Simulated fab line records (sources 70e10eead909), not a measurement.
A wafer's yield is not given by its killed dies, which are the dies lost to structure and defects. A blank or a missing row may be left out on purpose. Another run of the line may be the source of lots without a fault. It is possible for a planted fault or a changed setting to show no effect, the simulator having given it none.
Struck lot and sound lot, side by side	flow nand-harc	18 out of 1302 route steps
Sound: these wafers, L533.1, L533.3, L533.4. Struck: wafers L544.4, L544.5. (L544.2 of the same lot was not struck and is left out.) The cause comes at the end.
For every step that has rows: the tool of each side, followed by ch and its chambers, followed by its first start. Under that, the readings that differ: sound wafers	struck wafers	difference of the means	sigmas: that difference in standard deviations of wafers without a fault.
alike: same words and numbers on both sides, and readings whose means sit less than 2 such deviations apart. not compared: any withheld reading, any reading some wafer has no value for, any bound like >300 that may hide the same value, and any number with overlapping values for which the record gives no deviation.
A row with sigmas, a row that says differs or no value, or rows on one side alone: a step with any of these is where the two part. Non-overlapping numbers with no deviation appear without sigmas and do not part them. A reading that every wafer of one side lacks parts them only if that side has two wafers or more.

NHARC_A_M1_ETCH_35: etches the open film in N2/H2, target depth 40 nm, overetch 12 nm, time 43.94 s.
  sound on rie-diel-04 ch 0,1,2, day 22 13:23; struck on rie-diel-07 ch 2,3, day 27 05:53
  alike: chamber-pressure-mTorr, drypump-motor-current-A, oes-product-au, rf-vpp-V, showerhead-plenum-p-Torr, throttle-valve-pct
  not compared: rf-hours-counter-h
NHARC_A_M1_ETCH_15: etches the open film in C4F8/Ar, target depth 182.5 nm, time 91.2 s.
  sound: rie-diel-04 ch 0,2,3; struck: rie-diel-07 ch 1,3
reading	sound	struck	difference	sigmas
oes-product-au (a.u.)	0.965 0.960 0.970	0.914 0.926	-0.045	-2
  alike: chamber-pressure-mTorr, rf-vpp-V
  not compared: rf-hours-counter-h
NHARC_A_M1_CD_MEAS_16:
  sound: cd-sem-03 at day 22 13:37; struck: cd-sem-03 at day 27 06:05
reading	sound	struck	difference	sigmas
cd-nm (nm)	119.2 120.7 119.7	121.5 122.0	+1.9	+3
then, 4 steps without rows for these wafers: NHARC_A_M1_STRIP_18 (strips in N2/H2); NHARC_A_M1_ETCH_28 (etches the open film in CF4/N2, target depth 30 nm, time 72.99 s); NHARC_A_M1_STRIP_19 (strips in post etch residue remover, time 600 s); NHARC_A_M1_DEGAS_29 (time 60 s).
NHARC_A_M1_PRE_CLEAN_30: time 30 s.
  sound on pvd-sputter-01; struck on pvd-sputter-03
  alike: heater-power-w
NHARC_A_M1_PVD_20: deposits TaN, target thk 5 nm, time 8.06 s.
  sound on pvd-sputter-01; struck on pvd-sputter-03
  alike: throttle-valve-pct
then, 3 steps without rows for these wafers: NHARC_A_M1_PVD_21 (deposits Cu, target thk 30 nm, time 20.49 s); NHARC_A_M1_ECD_22 (material Cu, target thk 400 nm); NHARC_A_M1_ANNEAL_31 (time 90 s).
NHARC_A_M1_CMP_23: polishes, t overpolish 20 s, target thk 154.34 nm.
  sound on cmp-02 ch 0,1,3, day 22 15:25; struck on cmp-03 ch 2, day 27 07:53
  alike: edge-zone-pressure-frac, motor-current-A, time-to-endpoint-s
NHARC_A_M1_THK_MEAS_24: measures by xrf.
  sound: film-metro-01 at day 22 15:44; struck: film-metro-02 at day 27 08:12
  alike: thk-nm
after that, 1 step had no rows for these wafers: NHARC_A_M1_SRD_25.
NHARC_A_M1_INSPECT_27:
  sound: defect-inspect-02 at day 22 15:54; struck: defect-inspect-02 at day 27 08:22
reading	sound	struck	difference	sigmas
raw-defect-count	403 350 384	990 1074	+653	+6
NHARC_A_M1_PRE_CLEAN_32: time 12 s.
  sound on pecvd-03 ch 0,2, day 22 16:14; struck on pecvd-02 ch 0,2, day 27 08:27
  alike: heater-power-w
NHARC_END_SORT_01:
  only the struck wafers appear in the record here, on prober-01 ch 0 at day 28 19:13; the sound ones have no rows

== WHERE THEY PART ==
Last at NHARC_END_SORT_01 as far as this record goes, first at NHARC_A_M1_ETCH_15.

WHY: whatever the simulator had introduced
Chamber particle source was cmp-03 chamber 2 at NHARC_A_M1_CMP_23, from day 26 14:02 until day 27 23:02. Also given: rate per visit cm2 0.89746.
